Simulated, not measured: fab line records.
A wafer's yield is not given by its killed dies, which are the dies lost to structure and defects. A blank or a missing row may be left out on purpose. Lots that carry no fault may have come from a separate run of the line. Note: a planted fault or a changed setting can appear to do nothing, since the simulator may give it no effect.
fab line records | flow n5Finfet | part 1 of 2: steps 1 to 23 of 28
record lots=5 wafers=15 lastDay=18
route steps=1938 shown FIN_SAQP@144 FIN_CUT@154
lots untouched by any fault: they come from a run of this same line in which no faults occurred
startH: start of the lot's first displayed wafer, in hours after the record's first day | waitH: time in hours since the lot's previous step | " same as the row above | L1.1+2: one row covering several wafers at once | - no value, or no start given | * or withheld: withheld | < > ~ a bound
route shown NAME@n: a module of which the file shows steps, and the number in the route of the first | usual: mean/standard deviation taken from wafers without a fault | same: alike in all rows | chamber/n: place in a boat | sites: the reading at each site | _std_site: how widely they spread, as a standard deviation | _edge_site: mean of outer sites minus mean of inner sites | radiusMm: how far each site lies from the wafer's centre | mask NAME#n: copy n | behind: the last tool/chamber to shape the wafer | hold: why the lot went on hold/how many hours it stayed there/how the hold came to an end | device: the transistor (n, p or np) that didn't switch | end of line: tests of these same wafers at the route's end | a step given without rows: its recipe and nothing more | killed: count of dies lost to structure and defects at first sort (not the wafer's yield) | map: the dies of a wafer, with x for killed, . for not killed, _ for no die there
set.NAME: the run value of the setting; set.NAME@STEP: its run value at that earlier step | model.NAME: the simulator's own value behind a step, which no gauge read
lots at selected steps of the route; one table per step, one row per wafer
services: from which hour (startH, from the record's first day; less than 0 if before it) a tool's chamber was out of use, for how many hours, and why
## steps
# step N5_FIN_SAQP_STRIP_77
# recipe chemistry=N2/H2 timeS=90 powerW=100 tempC=40 pressureMtorr=100 rfFrequencyHz=6e+07 biasPowerW=3 n2FlowSccm=300 h2FlowSccm=300
# usual chamberPressureMTorr=100.00/0.081 drypumpMotorCurrentA=6.0/0.32 n2FlowSccm=300.0/0.83 oesProductAu=0.76/0.075 rfVppV=45.2/0.83 showerheadPlenumPTorr=3.35/0.14 throttleValvePct=12.32/0.24
# columns lot.wafer tool chamber startH waitH chamberPressureMTorr drypumpMotorCurrentA n2FlowSccm oesProductAu rfHoursCounterH rfVppV showerheadPlenumPTorr throttleValvePct
L081.2 rieDiel-03 0 68.71 0.0 99.90 5.6 299.8 0.74 177 44.3 3.36 12.13
L081.4 " 0 " " 100.12 5.6 300.5 0.72 - 44.2 3.36 12.13
L081.5 " 2 " " 99.89 6.2 300.2 0.79 - 44.8 3.14 12.34
L084.2 rieDiel-03 0 85.89 0.0 100.00 5.6 300.0 0.73 184 45.6 3.36 12.15
L084.4 " 2 " " 100.01 6.2 299.2 0.79 - 44.7 3.14 12.36
L084.5 " 1 " " 99.96 5.9 298.6 0.69 - 45.0 3.48 12.80
L091.1 rieDiel-06 1 129.59 0.0 99.91 5.4 299.8 0.95 9 45.1 3.59 12.01
L091.4 " 3 " " 100.05 6.5 300.6 0.69 243 44.8 3.34 12.50
L091.5 " 3 " " 100.05 6.4 300.9 0.69 - 44.2 3.34 12.49
L092.2 rieDiel-03 1 136.23 0.0 100.12 5.9 299.9 0.68 248 45.5 3.47 12.85
L092.5 " 0 " " 99.92 5.6 301.0 0.70 - 45.2 3.35 12.20
L092.6 " 3 " " 100.12 6.2 300.6 0.80 - 44.7 3.55 12.29
L096.3 rieDiel-03 2 162.03 0.0 99.96 6.2 298.4 0.76 164 45.6 3.12 12.46
L096.5 " 2 " " 100.12 6.1 299.0 0.76 - 44.2 3.12 12.45
L096.6 " 1 " " 99.92 5.9 300.6 0.99 - 46.1 3.46 12.21
# step N5_FIN_SAQP_HM_CD_35
# recipe targetCdNm=8 polarity=line
# usual cdNm=8.12/0.2
# columns lot.wafer tool chamber startH waitH cdNm
L081.2 cdSem-02 - 68.83 0.1 7.97
L081.4 " - " " 8.06
L081.5 " - " " 8.22
L084.2 cdSem-01 - 86.02 0.1 8.28
L084.4 " - " " 7.76
L084.5 " - " " 8.40
L091.1 cdSem-01 - 129.71 0.1 7.72
L091.4 " - " " 8.03
L091.5 " - " " 8.35
L092.2 cdSem-03 - 136.36 0.1 7.99
L092.5 " - " " 8.22
L092.6 " - " " 8.23
L096.3 cdSem-01 - 162.16 0.1 7.98
L096.5 " - " " 8.20
L096.6 " - " " 8.23
# step N5_FIN_SAQP_ETCH_64
# recipe chemistry=CF4 target=SiO2 targetDepthA=15 ionEnergyEv=350 pressureMtorr=10 icpW=800 biasW=400 cf4FlowSccm=80
# usual chamberPressureMTorr=9.999/0.0088 drypumpMotorCurrentA=5.5/0.54 oesProductAu=0.989/0.014 throttleValvePct=21.92/0.14
# columns lot.wafer tool chamber startH waitH chamberPressureMTorr drypumpMotorCurrentA oesProductAu rfHoursCounterH throttleValvePct
L081.2 rieSi-01 0 68.88 0.0 9.981 4.9 0.989 47 21.99
L081.4 " 1 " " 10.015 6.4 1.002 3 21.86
L081.5 " 2 " " 10.013 5.5 0.970 - 22.04
L084.2 rieSi-01 0 86.07 0.0 9.993 4.9 0.980 47 21.99
L084.4 " 1 " " 10.005 6.4 1.009 4 21.86
L084.5 " 0 " " 10.016 4.9 0.981 - 22.00
L091.1 rieSi-03 1 129.76 0.0 9.987 5.4 0.970 8 21.80
L091.4 " 0 " " 10.000 6.4 0.981 33 21.89
L091.5 " 1 " " 9.984 5.4 0.982 - 21.79
L092.2 rieSi-01 2 136.41 0.0 10.004 5.5 0.964 69 22.06
L092.5 " 2 " " 10.006 5.5 0.968 - 22.05
L092.6 " 1 " " 9.991 6.4 1.005 - 21.85
L096.3 rieSi-06 0 162.20 0.0 10.008 4.9 0.997 101 21.96
L096.5 " 3 " " 9.999 5.5 0.984 - 22.01
L096.6 " 0 " " 9.986 4.9 0.997 - 21.96
# step N5_FIN_SAQP_FIN_ETCH_36
# recipe chemistry=HBr/Cl2/O2 targetDepthA=1200 maskMaterial=SiNx timeS=50.4 biasW=102 pressureMtorr=10 icpW=800 HBr_flow_sccm=150 Cl2_flow_sccm=80 O2_flow_sccm=12
# usual chamberPressureMTorr=10.000/0.0087 drypumpMotorCurrentA=5.5/0.53 oesProductAu=0.992/0.014 throttleValvePct=36.17/0.21
# columns lot.wafer tool chamber startH waitH chamberPressureMTorr drypumpMotorCurrentA oesProductAu rfHoursCounterH throttleValvePct
L081.2 rieSi-01 0 68.90 0.0 9.996 4.9 0.981 47 35.94
L081.4 " 1 " " 10.016 6.4 1.013 3 36.25
L081.5 " 2 " " 9.999 5.5 0.968 - 36.47
L084.2 rieSi-01 0 86.09 0.0 9.993 5.0 0.990 47 35.94
L084.4 " 1 " " 9.987 6.4 1.014 4 36.26
L084.5 " 0 " " 10.016 4.9 0.983 - 35.94
L091.1 rieSi-03 1 129.78 0.0 10.014 5.4 0.986 8 35.94
L091.4 " 0 " " 10.014 6.4 0.977 33 36.18
L091.5 " 1 " " 9.994 5.4 0.969 - 35.96
L092.2 rieSi-01 2 136.43 0.0 10.011 5.5 0.969 69 36.48
L092.5 " 2 " " 10.005 5.5 0.971 - 36.49
L092.6 " 1 " " 9.984 6.4 1.011 - 36.23
L096.3 rieSi-06 0 162.22 0.0 9.996 4.9 0.998 101 36.22
L096.5 " 3 " " 10.006 5.5 0.990 - 36.13
L096.6 " 0 " " 10.005 4.9 0.992 - 36.23
# step N5_FIN_SAQP_CD_MEAS_37
# recipe targetCdNm=8 polarity=line
# usual cdNm=8.14/0.25
# columns lot.wafer tool chamber startH waitH cdNm
L081.2 cdSem-02 - 69.02 0.1 8.16
L081.4 " - " " 8.06
L081.5 " - " " 7.96
L084.2 cdSem-03 - 86.21 0.1 8.19
L084.4 " - " " 7.87
L084.5 " - " " 7.77
L091.1 cdSem-01 - 129.90 0.1 8.30
L091.4 " - " " 8.48
L091.5 " - " " 8.19
L092.2 cdSem-03 - 136.55 0.1 8.06
L092.5 " - " " 8.62
L092.6 " - " " 8.08
L096.3 cdSem-03 - 162.35 0.1 8.04
L096.5 " - " " 8.15
L096.6 " - " " 7.96
# step N5_FIN_SAQP_PRECLEAN_38
# recipe chemistry=O3/DIW timeS=45 tempC=22 o3Ppm=10
# columns lot.wafer tool chamber startH waitH
L081.2+4+5 wetBench-02 1,2,0 69.06 0.0
L084.2+4+5 wetBench-05 6,7,1 86.25 0.0
L091.1+4+5 wetBench-02 6,7,0 129.94 0.0
L092.2+5+6 wetBench-04 5,0,1 136.59 0.0
L096.3+5+6 wetBench-04 4,3,2 162.38 0.0
# step N5_FIN_SAQP_PRECLEAN_45
# recipe chemistry=dHF timeS=10 dilution=500:1 tempC=25
# columns lot.wafer tool chamber startH waitH
L081.2+4+5 wetBench-02 1,2,0 69.08 0.0
L084.2+4+5 wetBench-05 6,7,1 86.26 0.0
L091.1+4+5 wetBench-02 6,7,0 129.96 0.0
L092.2+5+6 wetBench-04 5,0,1 136.62 0.0
L096.3+5+6 wetBench-04 4,3,2 162.40 0.0
# step N5_FIN_SAQP_SRD_39
# recipe dry=ipaMarangoni timeS=30 tempC=23 rinseLiquid=diw
# columns lot.wafer tool chamber startH waitH
L081.2+4+5 wetBench-02 1,2,0 69.08 0.0
L084.2+4+5 wetBench-05 6,7,1 86.27 0.0
L091.1+4+5 wetBench-02 6,7,0 129.96 0.0
L092.2+5+6 wetBench-04 5,0,1 136.62 0.0
L096.3+5+6 wetBench-04 4,3,2 162.40 0.0
# step N5_FIN_SAQP_OCD_MEAS_76
# usual trenchDepthNm=119.3/1.1
# columns lot.wafer tool chamber startH waitH trenchDepthNm
L081.2 ocd-02 - 69.12 0.0 120.1
L081.4 " - " " 119.5
L081.5 " - " " 117.4
L084.2 ocd-01 - 86.31 0.0 120.5
L084.4 " - " " 118.1
L084.5 " - " " 119.8
L091.1 ocd-02 - 130.00 0.0 121.5
L091.4 " - " " 118.6
L091.5 " - " " 119.0
L092.2 ocd-01 - 136.68 0.0 117.7
L092.5 " - " " 118.1
L092.6 " - " " 119.5
L096.3 ocd-02 - 162.45 0.0 120.3
L096.5 " - " " 118.6
L096.6 " - " " 119.8
# step N5_FIN_SAQP_INSPECT_40
# recipe inspectInstrument=brightfield mode=aei
# usual rawDefectCount=226/66
# columns lot.wafer tool chamber startH waitH rawDefectCount
L081.2 defectInspect-01 - 69.15 0.0 162
L081.4 " - " " 173
L081.5 " - " " 260
L084.2 defectInspect-02 - 86.34 0.0 289
L084.4 " - " " 219
L084.5 " - " " 246
L091.1 defectInspect-02 - 130.03 0.0 312
L091.4 " - " " 295
L091.5 " - " " 312
L092.2 defectInspect-02 - 136.71 0.0 140
L092.5 " - " " 212
L092.6 " - " " 153
L096.3 defectInspect-02 - 162.48 0.0 197
L096.5 " - " " 227
L096.6 " - " " 207
# step N5_FIN_CUT_COAT_18
# recipe resist=SOC tempC=250 timeS=60 spinRpm=1500 resistThkNm=230
# usual resistLineTempC=22.99/0.11
# columns lot.wafer tool chamber startH waitH resistLineTempC
L081.2 lithoTrack-04 0 69.18 0.0 22.98
L081.4 " 0 " " 22.89
L081.5 " 0 " " 23.11
L084.2 lithoTrack-03 0 86.37 0.0 22.76
L084.4 " 0 " " 22.91
L084.5 " 0 " " 22.97
L091.1 lithoTrack-02 0 130.06 0.0 23.09
L091.4 " 0 " " 22.99
L091.5 " 0 " " 23.09
L092.2 lithoTrack-02 0 136.74 0.0 22.87
L092.5 " 0 " " 22.81
L092.6 " 0 " " 22.87
L096.3 lithoTrack-03 0 162.51 0.0 23.04
L096.5 " 0 " " 23.06
L096.6 " 0 " " 23.20
# step N5_FIN_CUT_COAT_19
# recipe resist=SiARC tempC=220 timeS=60 spinRpm=1500 resistThkNm=20
# usual resistLineTempC=23.01/0.1
# columns lot.wafer tool chamber startH waitH resistLineTempC
L081.2 lithoTrack-04 0 - - 23.02
L081.4 " 0 " " 23.01
L081.5 " 0 " " 23.12
L084.2 lithoTrack-03 0 - - 22.89
L084.4 " 0 " " 22.86
L084.5 " 0 " " 22.97
L091.1 lithoTrack-02 0 - - 22.95
L091.4 " 0 " " 23.05
L091.5 " 0 " " 22.85
L092.2 lithoTrack-02 0 - - 22.96
L092.5 " 0 " " 23.10
L092.6 " 0 " " 22.93
L096.3 lithoTrack-03 0 - - 22.89
L096.5 " 0 " " 23.06
L096.6 " 0 " " 23.08
# step N5_FIN_CUT_COAT_29
# recipe resist=underlayer tempC=205 timeS=60 spinRpm=1500 resistThkNm=10
# usual resistLineTempC=23.00/0.11
# columns lot.wafer tool chamber startH waitH resistLineTempC
L081.2 lithoTrack-04 0 - - 23.14
L081.4 " 0 " " 22.89
L081.5 " 0 " " 23.04
L084.2 lithoTrack-03 0 - - 23.14
L084.4 " 0 " " 23.04
L084.5 " 0 " " 23.06
L091.1 lithoTrack-02 0 - - 22.99
L091.4 " 0 " " 23.07
L091.5 " 0 " " 22.95
L092.2 lithoTrack-02 0 - - 23.10
L092.5 " 0 " " 23.00
L092.6 " 0 " " 23.19
L096.3 lithoTrack-03 0 - - 23.12
L096.5 " 0 " " 22.98
L096.6 " 0 " " 23.06
# step N5_FIN_CUT_COAT_02
# recipe resist=CAR-EUV spinRpm=1500 resistThkNm=30
# usual resistLineTempC=23.02/0.1
# columns lot.wafer tool chamber startH waitH resistLineTempC
L081.2 lithoTrack-04 0 - - 22.98
L081.4 " 0 " " 23.06
L081.5 " 0 " " 23.16
L084.2 lithoTrack-03 0 - - 22.94
L084.4 " 0 " " 23.11
L084.5 " 0 " " 23.15
L091.1 lithoTrack-02 0 - - 23.06
L091.4 " 0 " " 23.10
L091.5 " 0 " " 23.02
L092.2 lithoTrack-02 0 - - 23.02
L092.5 " 0 " " 22.93
L092.6 " 0 " " 22.95
L096.3 lithoTrack-03 0 - - 22.89
L096.5 " 0 " " 22.96
L096.6 " 0 " " 22.91
# step N5_FIN_CUT_EBR_04
# recipe solvent=PGMEA ebrWidthMm=1.5
# usual resistLineTempC=23.00/0.11
# columns lot.wafer tool chamber startH waitH resistLineTempC
L081.2 lithoTrack-04 0 - - 22.97
L081.4 " 0 " " 23.00
L081.5 " 0 " " 22.87
L084.2 lithoTrack-03 0 - - 23.00
L084.4 " 0 " " 23.08
L084.5 " 0 " " 23.14
L091.1 lithoTrack-02 0 - - 23.05
L091.4 " 0 " " 23.29
L091.5 " 0 " " 23.21
L092.2 lithoTrack-02 0 - - 22.97
L092.5 " 0 " " 22.93
L092.6 " 0 " " 22.94
L096.3 lithoTrack-03 0 - - 23.09
L096.5 " 0 " " 22.93
L096.6 " 0 " " 22.89
# step N5_FIN_CUT_SOFTBAKE_03
# recipe tempC=110 timeS=60 resist=CAR-EUV
# usual resistLineTempC=22.99/0.12
# columns lot.wafer tool chamber startH waitH resistLineTempC
L081.2 lithoTrack-04 0 - - 23.13
L081.4 " 0 " " 22.98
L081.5 " 0 " " 23.07
L084.2 lithoTrack-03 0 - - 23.22
L084.4 " 0 " " 23.19
L084.5 " 0 " " 23.03
L091.1 lithoTrack-02 0 - - 22.98
L091.4 " 0 " " 23.02
L091.5 " 0 " " 22.94
L092.2 lithoTrack-02 0 - - 22.82
L092.5 " 0 " " 22.81
L092.6 " 0 " " 22.97
L096.3 lithoTrack-03 0 - - 22.98
L096.5 " 0 " " 22.86
L096.6 " 0 " " 22.90
# step N5_FIN_CUT_EXPOSE_05
# recipe maskId=FIN_CUT na=0.33 sourceShape=annular sigmaInner=0.35 sigmaOuter=0.8 polarization=unpolarized doseMj=45.75
# usual reticleTempC=22.99/0.098
# same na=0.33
# columns lot.wafer tool chamber startH waitH mask reticleTempC
L081.2 euvScanner-01 0 69.45 - FIN_CUT#0 23.11
L081.4 " 0 " " FIN_CUT#0 23.08
L081.5 " 0 " " FIN_CUT#0 22.92
L084.2 euvScanner-02 0 86.64 - FIN_CUT#0 23.02
L084.4 " 0 " " FIN_CUT#0 23.09
L084.5 " 0 " " FIN_CUT#0 23.00
L091.1 euvScanner-01 0 130.20 - FIN_CUT#0 22.94
L091.4 " 0 " " FIN_CUT#0 22.93
L091.5 " 0 " " FIN_CUT#0 23.03
L092.2 euvScanner-01 0 136.89 - FIN_CUT#0 22.87
L092.5 " 0 " " FIN_CUT#0 22.91
L092.6 " 0 " " FIN_CUT#0 22.94
L096.3 euvScanner-01 0 162.66 - FIN_CUT#0 22.92
L096.5 " 0 " " FIN_CUT#0 23.08
L096.6 " 0 " " FIN_CUT#0 22.97
# step N5_FIN_CUT_PEB_06
# recipe pebTempC=100 pebTimeS=60 resist=CAR-EUV
# usual resistLineTempC=23.02/0.12
# columns lot.wafer tool chamber startH waitH resistLineTempC
L081.2 lithoTrack-04 0 69.51 0.1 22.90
L081.4 " 0 " " 22.87
L081.5 " 0 " " 22.81
L084.2 lithoTrack-03 0 86.70 0.1 23.20
L084.4 " 0 " " 23.07
L084.5 " 0 " " 22.97
L091.1 lithoTrack-03 0 130.27 0.1 23.12
L091.4 " 0 " " 22.99
L091.5 " 0 " " 22.96
L092.2 lithoTrack-03 0 136.95 0.1 22.98
L092.5 " 0 " " 23.02
L092.6 " 0 " " 22.92
L096.3 lithoTrack-04 0 162.71 0.0 22.96
L096.5 " 0 " " 22.85
L096.6 " 0 " " 22.99
# step N5_FIN_CUT_DEVELOP_07
# recipe developTimeS=30 developer=TMAH resist=CAR-EUV rinseLiquid=surfactantRinse dry=airSpin devTempC=23
# usual resistLineTempC=22.99/0.11
# same developTimeS=30
# columns lot.wafer tool chamber startH waitH resistLineTempC
L081.2 lithoTrack-04 0 - - 22.94
L081.4 " 0 " " 22.95
L081.5 " 0 " " 22.88
L084.2 lithoTrack-03 0 - - 23.11
L084.4 " 0 " " 22.85
L084.5 " 0 " " 23.12
L091.1 lithoTrack-03 0 - - 22.83
L091.4 " 0 " " 23.01
L091.5 " 0 " " 22.97
L092.2 lithoTrack-03 0 - - 22.96
L092.5 " 0 " " 23.04
L092.6 " 0 " " 22.80
L096.3 lithoTrack-04 0 - - 23.11
L096.5 " 0 " " 22.88
L096.6 " 0 " " 23.04
# step N5_FIN_CUT_CD_MEAS_08
# recipe targetCdNm=29.1 landingEnergyEv=500 detector=seInlens polarity=opening
# usual cdNm=29.13/0.21
# columns lot.wafer tool chamber startH waitH cdNm
L081.2 cdSem-02 0 69.58 - 29.15
L081.4 " 0 " " 29.29
L081.5 " 0 " " 29.34
L084.2 cdSem-02 0 86.76 - 28.99
L084.4 " 0 " " 29.08
L084.5 " 0 " " 29.08
L091.1 cdSem-01 0 130.33 - 29.12
L091.4 " 0 " " 28.96
L091.5 " 0 " " 28.91
L092.2 cdSem-01 0 137.01 - 29.07
L092.5 " 0 " " 29.01
L092.6 " 0 " " 29.39
L096.3 cdSem-02 0 162.78 - 28.88
L096.5 " 0 " " 28.88
L096.6 " 0 " " 29.11
# step N5_FIN_CUT_OVL_MEAS_09
# recipe pointsPerWafer=522
# usual FIN_CUT_OVL=0.4/0.67
# same pointsPerWafer=522
# columns lot.wafer tool chamber startH waitH FIN_CUT_OVL[nm]
L081.2 overlay-01 0 69.63 0.0 0.3
L081.4 " 0 " " -0.1
L081.5 " 0 " " -0.6
L084.2 overlay-01 0 86.80 0.0 0.0
L084.4 " 0 " " 0.0
L084.5 " 0 " " 0.3
L091.1 overlay-02 0 130.36 0.0 0.4
L091.4 " 0 " " 1.6
L091.5 " 0 " " 0.4
L092.2 overlay-02 0 137.05 0.0 1.6
L092.5 " 0 " " -0.2
L092.6 " 0 " " 1.1
L096.3 overlay-01 0 162.82 0.0 0.9
L096.5 " 0 " " 1.8
L096.6 " 0 " " 0.4
# step N5_FIN_CUT_INSPECT_10
# recipe mode=adi inspectInstrument=brightfield
# usual rawDefectCount=41/12
# columns lot.wafer tool chamber startH waitH rawDefectCount
L081.2 defectInspect-02 - 69.68 0.0 19
L081.4 " - " " 38
L081.5 " - " " 48
L084.2 defectInspect-01 - 86.85 0.0 58
L084.4 " - " " 41
L084.5 " - " " 43
L091.1 defectInspect-01 - 130.42 0.1 50
L091.4 " - " " 51
L091.5 " - " " 63
L092.2 defectInspect-02 - 137.10 0.0 28
L092.5 " - " " 28
L092.6 " - " " 33
L096.3 defectInspect-01 - 162.87 0.0 28
L096.5 " - " " 43
L096.6 " - " " 40
# step N5_FIN_CUT_DESCUM_13
# recipe chemistry=O2 timeS=7 sourcePowerW=50 biasPowerW=20 pressureMtorr=20 rfFrequencyHz=2.712e+07 tempC=40 resist=CAR-EUV o2FlowSccm=225
# usual chamberPressureMTorr=19.999/0.019 drypumpMotorCurrentA=5.5/0.33 oesProductAu=0.78/0.091 rfVppV=243.3/1.4 showerheadPlenumPTorr=2.10/0.073 throttleValvePct=20.35/0.24
# columns lot.wafer tool chamber startH waitH chamberPressureMTorr drypumpMotorCurrentA oesProductAu rfHoursCounterH rfVppV showerheadPlenumPTorr throttleValvePct
L081.2 rieDiel-04 3 69.71 0.0 19.973 5.2 0.69 227 241.8 1.98 20.34
L081.4 " 0 " " 19.987 5.0 0.75 167 243.6 2.18 20.40
L081.5 " 1 " " 20.003 5.2 0.91 - 242.4 2.04 20.47
L084.2 rieDiel-04 0 86.89 0.0 20.015 5.0 0.75 172 244.6 2.18 20.40
L084.4 " 2 " " 19.979 5.5 0.79 141 243.5 2.19 20.36
L084.5 " 0 " " 20.007 4.9 0.75 - 245.4 2.18 20.42
L091.1 rieDiel-01 3 130.46 0.0 19.983 5.3 0.69 231 243.9 2.07 20.48
L091.4 " 0 " " 19.942 5.9 0.85 50 244.1 2.13 20.04
L091.5 " 0 " " 20.032 5.9 0.85 - 243.6 2.13 20.04
L092.2 rieDiel-02 0 137.53 0.4 20.013 5.8 0.71 202 245.4 2.16 20.49
L092.5 " 2 " " 19.978 6.0 0.75 - 242.8 2.00 20.30
L092.6 " 3 " " 20.002 5.9 0.71 - 244.0 2.16 20.50
L096.3 rieDiel-02 0 162.90 0.0 19.982 5.8 0.72 212 243.2 2.15 20.51
L096.5 " 3 " " 20.001 5.9 0.72 - 245.7 2.16 20.52
L096.6 " 0 " " 19.994 5.8 0.72 - 244.0 2.15 20.51
